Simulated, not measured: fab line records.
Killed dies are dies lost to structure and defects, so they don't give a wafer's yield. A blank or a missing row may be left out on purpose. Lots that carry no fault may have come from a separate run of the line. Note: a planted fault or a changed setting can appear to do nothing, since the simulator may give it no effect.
Commonality check across tools :: flow nand harc :: Lots sampled 13, wafers sampled 38

## REASON FOR OPENING
At NHARC_A_ONON_D2_THK_MEAS_11 the reading thk nm is flagged on 3 of 13 lots. Fault-free wafers read 1002 nm, with a standard deviation of 9.7.
Rule: a lot gets a flag if all its wafers with a number sit over 4 standard deviations from that mean, or if no wafer of it has a number. The other lots count as sound.

lot: L729
measured: day 12 07:44
on: film metro-02
thk nm (nm), wafer by wafer: 999 1001 999
flag: 

lot: L733
measured: day 13 23:02
on: film metro-02
thk nm (nm), wafer by wafer: 1011 1011 1011
flag: 

lot: L734
measured: day 14 06:48
on: film metro-02
thk nm (nm), wafer by wafer: 996 994 996
flag: 

lot: L735
measured: day 14 21:49
on: film metro-02
thk nm (nm), wafer by wafer: 985 984 986
flag: 

lot: L736
measured: day 15 19:01
on: film metro-02
thk nm (nm), wafer by wafer: 1000 1001 1002
flag: 

lot: L737
measured: day 15 19:02
on: film metro-01
thk nm (nm), wafer by wafer: 1002 1002 1000
flag: 

lot: L739
measured: day 16 12:50
on: film metro-02
thk nm (nm), wafer by wafer: 1007 1008 1008
flag: 

lot: L742
measured: day 18 11:08
on: film metro-02
thk nm (nm), wafer by wafer: 1007 1006 1005
flag: 

lot: L746
measured: day 19 04:22
on: film metro-02
thk nm (nm), wafer by wafer: 552 553
flag: FLAGGED

lot: L747
measured: day 19 21:58
on: film metro-01
thk nm (nm), wafer by wafer: 545 543 545
flag: FLAGGED

lot: L749
measured: day 20 13:58
on: film metro-02
thk nm (nm), wafer by wafer: 560 558 558
flag: FLAGGED

lot: L751
measured: day 21 08:48
on: film metro-02
thk nm (nm), wafer by wafer: 1013 1014 1013
flag: 

lot: L752
measured: day 22 09:29
on: film metro-01
thk nm (nm), wafer by wafer: 1010 1012 1011
flag: 
The numbers of the flagged lots are 552 nm on average: -450 nm against the usual, or -46 standard deviations.

## WHICH TOOL RAN EACH LOT
The record holds 4 process steps before the reading, out of a route of 1302 steps. In each cell: the tool, then ch and the chambers that the sampled wafers went through, then the start.
lot: L729
flag: 
NHARC_A_CHANNEL_HOLE_D1_ETCH_26: har etch-01 ch 0,1, day 8 14:22
NHARC_A_CHANNEL_FILL_D1_ALD_15: ald sin batch-03 ch 0, day 9 16:45 or earlier
NHARC_A_CHANNEL_FILL_D1_ETCHBACK_20: rie diel-07 ch 1,2,3, day 9 16:45
NHARC_A_ONON_D2_DEP_09: pecvd onon-02 ch 0, day 12 07:21

lot: L733
flag: 
NHARC_A_CHANNEL_HOLE_D1_ETCH_26: har etch-02 ch 0,1, day 10 04:10
NHARC_A_CHANNEL_FILL_D1_ALD_15: ald sin batch-02 ch 0, day 11 04:41 or earlier
NHARC_A_CHANNEL_FILL_D1_ETCHBACK_20: rie diel-11 ch 0,1, day 11 04:41
NHARC_A_ONON_D2_DEP_09: pecvd onon-04 ch 0, day 13 22:35

lot: L734
flag: 
NHARC_A_CHANNEL_HOLE_D1_ETCH_26: har etch-01 ch 0,1, day 10 14:23
NHARC_A_CHANNEL_FILL_D1_ALD_15: ald sin batch-03 ch 0, day 11 02:50
NHARC_A_CHANNEL_FILL_D1_ETCHBACK_20: rie diel-07 ch 2,3, day 11 18:13
NHARC_A_ONON_D2_DEP_09: pecvd onon-02 ch 0, day 14 06:20

lot: L735
flag: 
NHARC_A_CHANNEL_HOLE_D1_ETCH_26: har etch-01 ch 0,1, day 11 04:02
NHARC_A_CHANNEL_FILL_D1_ALD_15: ald sin batch-01 ch 0, day 12 06:08 or earlier
NHARC_A_CHANNEL_FILL_D1_ETCHBACK_20: rie diel-06 ch 0,2,3, day 12 06:08
NHARC_A_ONON_D2_DEP_09: pecvd onon-01 ch 0, day 14 21:28

lot: L736
flag: 
NHARC_A_CHANNEL_HOLE_D1_ETCH_26: har etch-01 ch 0,1, day 12 04:40
NHARC_A_CHANNEL_FILL_D1_ALD_15: ald sin batch-01 ch 0, day 13 05:46 or earlier
NHARC_A_CHANNEL_FILL_D1_ETCHBACK_20: rie diel-06 ch 1,2,3, day 13 05:46
NHARC_A_ONON_D2_DEP_09: pecvd onon-01 ch 0, day 15 18:31

lot: L737
flag: 
NHARC_A_CHANNEL_HOLE_D1_ETCH_26: har etch-02 ch 0,1, day 12 03:40
NHARC_A_CHANNEL_FILL_D1_ALD_15: ald sin batch-01 ch 0, day 13 05:44 or earlier
NHARC_A_CHANNEL_FILL_D1_ETCHBACK_20: rie diel-07 ch 1,2, day 13 05:44
NHARC_A_ONON_D2_DEP_09: pecvd onon-04 ch 0, day 15 18:42

lot: L739
flag: 
NHARC_A_CHANNEL_HOLE_D1_ETCH_26: har etch-01 ch 0,1, day 12 19:36
NHARC_A_CHANNEL_FILL_D1_ALD_15: ald sin batch-03 ch 0, day 13 22:43 or earlier
NHARC_A_CHANNEL_FILL_D1_ETCHBACK_20: rie diel-07 ch 2,3, day 13 22:43
NHARC_A_ONON_D2_DEP_09: pecvd onon-01 ch 0, day 16 12:23

lot: L742
flag: 
NHARC_A_CHANNEL_HOLE_D1_ETCH_26: har etch-01 ch 0,1, day 14 14:04
NHARC_A_CHANNEL_FILL_D1_ALD_15: ald sin batch-01 ch 0, day 15 16:13 or earlier
NHARC_A_CHANNEL_FILL_D1_ETCHBACK_20: rie diel-06 ch 0,1,2, day 15 16:13
NHARC_A_ONON_D2_DEP_09: pecvd onon-02 ch 0, day 18 10:37

lot: L746
flag: FLAGGED
NHARC_A_CHANNEL_HOLE_D1_ETCH_26: har etch-02 ch 0,1, day 15 15:52
NHARC_A_CHANNEL_FILL_D1_ALD_15: ald sin batch-03 ch 0, day 16 18:48 or earlier
NHARC_A_CHANNEL_FILL_D1_ETCHBACK_20: rie diel-11 ch 0,2, day 16 18:48
NHARC_A_ONON_D2_DEP_09: pecvd onon-02 ch 0, day 19 03:52

lot: L747
flag: FLAGGED
NHARC_A_CHANNEL_HOLE_D1_ETCH_26: har etch-01 ch 0,1, day 15 22:52
NHARC_A_CHANNEL_FILL_D1_ALD_15: ald sin batch-03 ch 0, day 17 04:10 or earlier
NHARC_A_CHANNEL_FILL_D1_ETCHBACK_20: rie diel-07 ch 1,2, day 17 04:10
NHARC_A_ONON_D2_DEP_09: pecvd onon-02 ch 0, day 19 21:30

lot: L749
flag: FLAGGED
NHARC_A_CHANNEL_HOLE_D1_ETCH_26: har etch-01 ch 0,1, day 17 00:21
NHARC_A_CHANNEL_FILL_D1_ALD_15: ald sin batch-03 ch 0, day 18 03:45 or earlier
NHARC_A_CHANNEL_FILL_D1_ETCHBACK_20: rie diel-06 ch 0,2,3, day 18 03:45
NHARC_A_ONON_D2_DEP_09: pecvd onon-02 ch 0, day 20 13:28

lot: L751
flag: 
NHARC_A_CHANNEL_HOLE_D1_ETCH_26: har etch-01 ch 0,1, day 17 22:09
NHARC_A_CHANNEL_FILL_D1_ALD_15: ald sin batch-02 ch 0, day 18 22:22 or earlier
NHARC_A_CHANNEL_FILL_D1_ETCHBACK_20: rie diel-07 ch 0,2, day 18 22:22
NHARC_A_ONON_D2_DEP_09: pecvd onon-04 ch 0, day 21 08:17

lot: L752
flag: 
NHARC_A_CHANNEL_HOLE_D1_ETCH_26: har etch-02 ch 0,1, day 18 08:21
NHARC_A_CHANNEL_FILL_D1_ALD_15: ald sin batch-03 ch 0, day 19 11:39 or earlier
NHARC_A_CHANNEL_FILL_D1_ETCHBACK_20: rie diel-06 ch 1,2,3, day 19 11:39
NHARC_A_ONON_D2_DEP_09: pecvd onon-01 ch 0, day 22 09:02
What the steps here do:
- NHARC_A_CHANNEL_HOLE_D1_ETCH_26: etches the open film in C4F8/O2/Ar, time 224.1 s, target depth 300 nm.
- NHARC_A_CHANNEL_FILL_D1_ALD_15: deposits SiNx, target thk 2 nm, pulse time 60 s, ald cycles 19.
- NHARC_A_CHANNEL_FILL_D1_ETCHBACK_20: etches the open film in C4F8/O2/Ar, target depth 27 nm, time 13.5 s.
- NHARC_A_ONON_D2_DEP_09: target thk 1000 nm.
- NHARC_A_ONON_D2_THK_MEAS_11: measures by ellipsometry.

## FLAGGED OVER TOTAL, TOOL BY TOOL (the gauges that took the reading come last)
step: NHARC_A_CHANNEL_HOLE_D1_ETCH_26
tool: har etch-01
lots run: 9
flagged: 2
share of the flagged lots: some
sound lots run after its first flagged lot: 1 (L751)

step: NHARC_A_CHANNEL_HOLE_D1_ETCH_26
tool: har etch-02
lots run: 4
flagged: 1
share of the flagged lots: some
sound lots run after its first flagged lot: 1 (L752)

step: NHARC_A_CHANNEL_FILL_D1_ALD_15
tool: ald sin batch-01
lots run: 4
flagged: 0
share of the flagged lots: none
sound lots run after its first flagged lot: -

step: NHARC_A_CHANNEL_FILL_D1_ALD_15
tool: ald sin batch-02
lots run: 2
flagged: 0
share of the flagged lots: none
sound lots run after its first flagged lot: -

step: NHARC_A_CHANNEL_FILL_D1_ALD_15
tool: ald sin batch-03
lots run: 7
flagged: 3
share of the flagged lots: all
sound lots run after its first flagged lot: 1 (L752)

step: NHARC_A_CHANNEL_FILL_D1_ETCHBACK_20
tool: rie diel-06
lots run: 5
flagged: 1
share of the flagged lots: some
sound lots run after its first flagged lot: 1 (L752)

step: NHARC_A_CHANNEL_FILL_D1_ETCHBACK_20
tool: rie diel-07
lots run: 6
flagged: 1
share of the flagged lots: some
sound lots run after its first flagged lot: 1 (L751)

step: NHARC_A_CHANNEL_FILL_D1_ETCHBACK_20
tool: rie diel-11
lots run: 2
flagged: 1
share of the flagged lots: some
sound lots run after its first flagged lot: 0

step: NHARC_A_ONON_D2_DEP_09
tool: pecvd onon-01
lots run: 4
flagged: 0
share of the flagged lots: none
sound lots run after its first flagged lot: -

step: NHARC_A_ONON_D2_DEP_09
tool: pecvd onon-02
lots run: 6
flagged: 3
share of the flagged lots: all
sound lots run after its first flagged lot: 0

step: NHARC_A_ONON_D2_DEP_09
tool: pecvd onon-04
lots run: 3
flagged: 0
share of the flagged lots: none
sound lots run after its first flagged lot: -

step: NHARC_A_ONON_D2_THK_MEAS_11
tool: film metro-01
lots run: 3
flagged: 1
share of the flagged lots: some
sound lots run after its first flagged lot: 1 (L752)

step: NHARC_A_ONON_D2_THK_MEAS_11
tool: film metro-02
lots run: 10
flagged: 2
share of the flagged lots: some
sound lots run after its first flagged lot: 1 (L751)
Because NHARC_A_CHANNEL_FILL_D1_ALD_15 lacks a start for some lots, the hours and order of its lots are taken from NHARC_A_CHANNEL_FILL_D1_ETCHBACK_20.

## THE TABLE: WHAT IT ALLOWS
2 rows of the table ran every flagged lot: ald sin batch-03 at NHARC_A_CHANNEL_FILL_D1_ALD_15, pecvd onon-02 at NHARC_A_ONON_D2_DEP_09.
- ald sin batch-03 at NHARC_A_CHANNEL_FILL_D1_ALD_15: 3 of its 7 lots flagged. After the first flagged lot (L752), sound lots still ran on it; a lasting fault on the whole tool would not permit that.
- pecvd onon-02 at NHARC_A_ONON_D2_DEP_09: 3 of its 6 lots flagged. It ran its last sound lot, L742, at day 18 10:37 and its first flagged lot, L746, at day 19 03:52: a fault with its onset between the two fits.
One tool is left: pecvd onon-02 at NHARC_A_ONON_D2_DEP_09.

## WHAT HAD BEEN PUT IN BY THE SIMULATOR
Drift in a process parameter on pecvd onon-02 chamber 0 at NHARC_A_ONON_D2_DEP_09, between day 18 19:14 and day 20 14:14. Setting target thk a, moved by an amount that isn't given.
Shown lots that were struck: L746, L747, L749. The rule given above showed the same thing.
